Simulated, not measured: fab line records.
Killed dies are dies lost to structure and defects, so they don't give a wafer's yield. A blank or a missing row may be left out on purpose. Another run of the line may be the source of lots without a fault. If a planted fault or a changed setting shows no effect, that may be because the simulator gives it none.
A lot that was struck, set against a sound lot -- flow n5 finfet -- 15 out of 1938 route steps
Sound: the wafers L839.3, L839.4, L839.5. Struck: wafers L848.1, L848.4 (left out: L848.6, a lot-mate that was not struck); the cause follows at the end.
For every step that has rows: the tool of each side, followed by ch and its chambers, followed by its first start. Under that, the readings that differ: sound wafers -- struck wafers -- difference of the means -- sigmas: that difference in standard deviations of wafers without a fault.
alike: readings whose means differ by less than 2 such deviations, and words and numbers that are the same on both sides. not compared: withheld readings, readings that some wafer has no value for, bounds like >300 that may hide the same value, and numbers for which the record gives no deviation and whose values overlap.
Wherever a step has rows on one side only, a row that says differs or no value, or a row with sigmas, the two part there. Numbers that don't overlap but have no deviation are shown without sigmas and don't part them. A reading missing from all wafers of one side parts the sides only when that side holds two or more wafers.

N5_BEOL_M9_OVL_MEAS_12:
  sound on overlay-02 ch 0, day 10 05:08; struck on overlay-01 ch 0, day 12 23:16
  alike: M9_OVL
N5_BEOL_M9_INSPECT_13: inspects for defects (brightfield).
  sound on defect inspect-02 at day 10 05:10; struck on defect inspect-02 at day 12 23:17
  alike: raw defect count
N5_BEOL_M9_DESCUM_16: chemistry O2, time 7.9 s.
  sound on rie diel-06 ch 0,2, day 10 05:37; struck on rie diel-02 ch 1,2, day 12 23:22
reading,sound,struck,difference,sigmas
rf vpp V (V),241.5 240.9 240.8,245.2 243.1,+3.1,+2
  alike: drypump motor current A, oes product au, showerhead plenum p Torr, throttle valve pct
  not compared: rf hours counter h
N5_BEOL_M9_ETCH_61: etches SiARC in CF4, target depth 39 nm, time 65 s.
  sound on rie diel-06 ch 0,2, day 10 05:38; struck on rie diel-02 ch 1,2, day 12 23:23
  alike: drypump motor current A, etch rf on time s, oes product au, rf vpp V, showerhead plenum p Torr, throttle valve pct
  not compared: rf hours counter h
N5_BEOL_M9_ETCH_62: etches SOC in N2/H2, target depth 110 nm, overetch 22 nm, time 165 s.
  sound on rie diel-06 ch 0,2, day 10 05:41; struck on rie diel-02 ch 1,2, day 12 23:26
  alike: drypump motor current A, oes product au, rf vpp V, showerhead plenum p Torr, throttle valve pct
  not compared: rf hours counter h
then, 1 step without rows for these wafers: N5_BEOL_M9_STRIP_68 (strips in N2/H2).
N5_BEOL_M9_STRIP_67: strips in CF4.
  sound on rie diel-06 ch 0,2, day 10 05:50; struck on rie diel-02 ch 1,2, day 12 23:35
reading,sound,struck,difference,sigmas
showerhead plenum p Torr (Torr),1.75 1.66 1.75,1.84 1.85,+0.13,+2
  alike: drypump motor current A, oes product au, rf vpp V, throttle valve pct
  not compared: rf hours counter h
then, 1 step without rows for these wafers: N5_BEOL_M9_HM_OPEN_17 (chemistry Cl2/BCl3, target TiN, target depth 20 nm, overetch 6 nm).
N5_BEOL_M9_STRIP_19: strips in O2.
  sound on rie diel-02 ch 0,2,3, day 10 06:09; struck on rie diel-06 ch 1,2, day 12 23:44
  alike: drypump motor current A, oes product au, rf vpp V, showerhead plenum p Torr, throttle valve pct
  not compared: rf hours counter h
N5_BEOL_M9_CD_MEAS_18: pitch 140 nm, target cd 70 nm.
  sound on cd sem-03 at day 10 06:13; struck on cd sem-03 at day 12 23:49
  alike: cd nm
then, 2 steps without rows for these wafers: N5_BEOL_M9_COAT_63 (time 60 s, resist thk 60 nm); N5_BEOL_M9_COAT_64 (time 60 s, resist thk 12 nm).
N5_BEOL_M9_COAT_75: time 60 s, resist thk 5 nm.
  sound on litho track-02 ch 0, day 10 06:49; struck on litho track-04 ch 0, day 13 01:03
reading,sound,struck,difference,sigmas
run length s (s),66.26 66.26 66.19,80.86 81.05,+14.72,+77
then, 1 step without rows for these wafers: N5_BEOL_M9_COAT_22 (resist thk 30 nm).
-- the record jumps here: 3 days lie between the struck wafers' starts before and after (it left off in module BEOL_M9 and takes up again in module PASSIVATION, whose first step shown is number 1936 of the route) --
N5_PASSIVATION_PROBE_49:
  rows exist in the record for the struck wafers here (prober-01, day 15 17:38), but not for the sound ones

WHERE THEY PART
At N5_BEOL_M9_DESCUM_16 first; at N5_PASSIVATION_PROBE_49 last (within this record only).

WHY: the cause the simulator had injected
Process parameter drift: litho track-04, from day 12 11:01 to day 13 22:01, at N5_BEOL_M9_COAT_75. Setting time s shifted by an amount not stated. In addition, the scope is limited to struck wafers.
